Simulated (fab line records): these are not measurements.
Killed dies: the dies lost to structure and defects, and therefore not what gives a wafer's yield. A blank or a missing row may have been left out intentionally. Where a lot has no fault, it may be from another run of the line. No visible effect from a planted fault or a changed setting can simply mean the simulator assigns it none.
Split-lot trial / flow n5Finfet / on a route of 1938 steps: 7 lots, 21 wafers read

ON THE SPLIT
At N5_BEOL_M1_COAT_61 (time 60 s, resist thk 60 nm), the setting spinRpm was moved away from the recipe's 1500 rpm on 7 of the 21 wafers read, by -6.5% to +8.1%. For the rest of the wafers, this setting stayed at what the recipe calls for.

FROM THE SPLIT TO THE READING: what the file shows between them, 4 steps
- N5_BEOL_M1_COAT_62: time 60 s, resist thk 12 nm
- N5_BEOL_M1_COAT_73: time 60 s, resist thk 5 nm
- N5_BEOL_M1_ETCH_74: etches underlayer in N2/H2, target depth 6.5 nm, time 5.2 s
- N5_BEOL_M1_ETCH_63: etches SiARC in CF4, target depth 15.6 nm, time 26 s

THE READING
etch.depthNm (the simulator's own value, which no gauge read), in nm, at N5_BEOL_M1_ETCH_64 (etches SOC in N2/H2, target depth 75 nm, overetch 15 nm, time 112.5 s). The file does not state a usual value for it. Across the 14 wafers here that went through the recipe, the average is 59.89 nm and the standard deviation 0.12 nm.

wafer=L079.1; tool, chamber at the split=lithoTrack-01, 0; spinRpm as run, rpm=1500; against the recipe=recipe; etch.depthNm, nm=59.66; against lot-mates on the recipe=-
wafer=L079.2; tool, chamber at the split=lithoTrack-01, 0; spinRpm as run, rpm=1500; against the recipe=recipe; etch.depthNm, nm=59.75; against lot-mates on the recipe=-
wafer=L079.5; tool, chamber at the split=lithoTrack-01, 0; spinRpm as run, rpm=1500; against the recipe=recipe; etch.depthNm, nm=59.74; against lot-mates on the recipe=-
wafer=L088.2; tool, chamber at the split=lithoTrack-01, 0; spinRpm as run, rpm=1621; against the recipe=+8.1%; etch.depthNm, nm=57.73; against lot-mates on the recipe=-2.36
wafer=L088.4; tool, chamber at the split=lithoTrack-01, 0; spinRpm as run, rpm=1500; against the recipe=recipe; etch.depthNm, nm=60.09; against lot-mates on the recipe=-
wafer=L088.6; tool, chamber at the split=lithoTrack-01, 0; spinRpm as run, rpm=1621; against the recipe=+8.1%; etch.depthNm, nm=57.68; against lot-mates on the recipe=-2.41
wafer=L090.1; tool, chamber at the split=lithoTrack-01, 0; spinRpm as run, rpm=1500; against the recipe=recipe; etch.depthNm, nm=59.93; against lot-mates on the recipe=-
wafer=L090.3; tool, chamber at the split=lithoTrack-01, 0; spinRpm as run, rpm=1500; against the recipe=recipe; etch.depthNm, nm=59.86; against lot-mates on the recipe=-
wafer=L090.5; tool, chamber at the split=lithoTrack-01, 0; spinRpm as run, rpm=1500; against the recipe=recipe; etch.depthNm, nm=59.98; against lot-mates on the recipe=-
wafer=L092.1; tool, chamber at the split=lithoTrack-01, 0; spinRpm as run, rpm=1500; against the recipe=recipe; etch.depthNm, nm=59.88; against lot-mates on the recipe=-
wafer=L092.2; tool, chamber at the split=lithoTrack-01, 0; spinRpm as run, rpm=1455; against the recipe=-3.0%; etch.depthNm, nm=60.91; against lot-mates on the recipe=+1.03
wafer=L092.3; tool, chamber at the split=lithoTrack-01, 0; spinRpm as run, rpm=1455; against the recipe=-3.0%; etch.depthNm, nm=61.01; against lot-mates on the recipe=+1.13
wafer=L094.1; tool, chamber at the split=lithoTrack-02, 0; spinRpm as run, rpm=1500; against the recipe=recipe; etch.depthNm, nm=60.04; against lot-mates on the recipe=-
wafer=L094.4; tool, chamber at the split=lithoTrack-02, 0; spinRpm as run, rpm=1596; against the recipe=+6.4%; etch.depthNm, nm=58.18; against lot-mates on the recipe=-1.86
wafer=L094.6; tool, chamber at the split=lithoTrack-02, 0; spinRpm as run, rpm=1596; against the recipe=+6.4%; etch.depthNm, nm=58.13; against lot-mates on the recipe=-1.91
wafer=L096.1; tool, chamber at the split=lithoTrack-02, 0; spinRpm as run, rpm=1500; against the recipe=recipe; etch.depthNm, nm=59.89; against lot-mates on the recipe=-
wafer=L096.3; tool, chamber at the split=lithoTrack-02, 0; spinRpm as run, rpm=1403; against the recipe=-6.5%; etch.depthNm, nm=61.96; against lot-mates on the recipe=+2.07
wafer=L096.6; tool, chamber at the split=lithoTrack-02, 0; spinRpm as run, rpm=1500; against the recipe=recipe; etch.depthNm, nm=59.88; against lot-mates on the recipe=-
wafer=L095.1; tool, chamber at the split=lithoTrack-02, 0; spinRpm as run, rpm=1500; against the recipe=recipe; etch.depthNm, nm=60; against lot-mates on the recipe=-
wafer=L095.2; tool, chamber at the split=lithoTrack-02, 0; spinRpm as run, rpm=1500; against the recipe=recipe; etch.depthNm, nm=59.85; against lot-mates on the recipe=-
wafer=L095.6; tool, chamber at the split=lithoTrack-02, 0; spinRpm as run, rpm=1500; against the recipe=recipe; etch.depthNm, nm=59.96; against lot-mates on the recipe=-

THE FIT
A straight line over all 21 wafers: etch.depthNm changes by -0.288 nm for each +1% of spinRpm; r = -0.99; the points scatter about the line by 0.13 nm.
The same after taking each lot's own level away (the mean of its wafers on the recipe; 21 wafers): -0.306 nm for each +1%; r = -1.00; scatter 0.07 nm.
Per that fit: largest spinRpm move, reading shift of 2.5 nm.
Across the lots, their own levels run from 59.717 to 60.090 nm, a range of 3.2 times the standard deviation given above.
The two slopes agree, so the slope changes little with the lot-to-lot level.
Check: with one of the wafers moved furthest among these (+8.1%) left out of the fit, the line predicts -2.45 nm for it against its lot-mates. It came out at -2.36 nm against them.

THESE WAFERS: OTHER SPLITS
Other splits were also applied to these wafers ahead of the reading. Each is held against what the fit with the lots' levels taken away leaves over:
other split on the same wafers=N5_BEOL_M0_SAQP_EXPOSE_37 doseMj; wafers away from the commonest value=7; r with etch.depthNm (lot level and that fit taken away)=+0.16
other split on the same wafers=N5_BEOL_M1_ILD_DEP_00 timeS; wafers away from the commonest value=4; r with etch.depthNm (lot level and that fit taken away)=+0.29

THE WHOLE CHAIN: every reading that the file lists as answering this split, in the file's order
step=N5_BEOL_M1_COAT_61; what it does=time 60 s, resist thk 60 nm; reading=SOC_of_BEOL_M1_COAT_61.thkNm (the simulator's own value, which no gauge read); change (the file's fit)=-0.305 nm for each +1% of the setting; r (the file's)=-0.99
step=N5_BEOL_M1_ETCH_64; what it does=etches SOC in N2/H2, target depth 75 nm, overetch 15 nm, time 112.5 s; reading=etch.depthNm (the simulator's own value, which no gauge read); change (the file's fit)=-0.306 nm for each +1% of the setting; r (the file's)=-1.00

FILE'S OWN FIT
etch.depthNm changes by -0.306 nm for each +1% of spinRpm, r = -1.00.
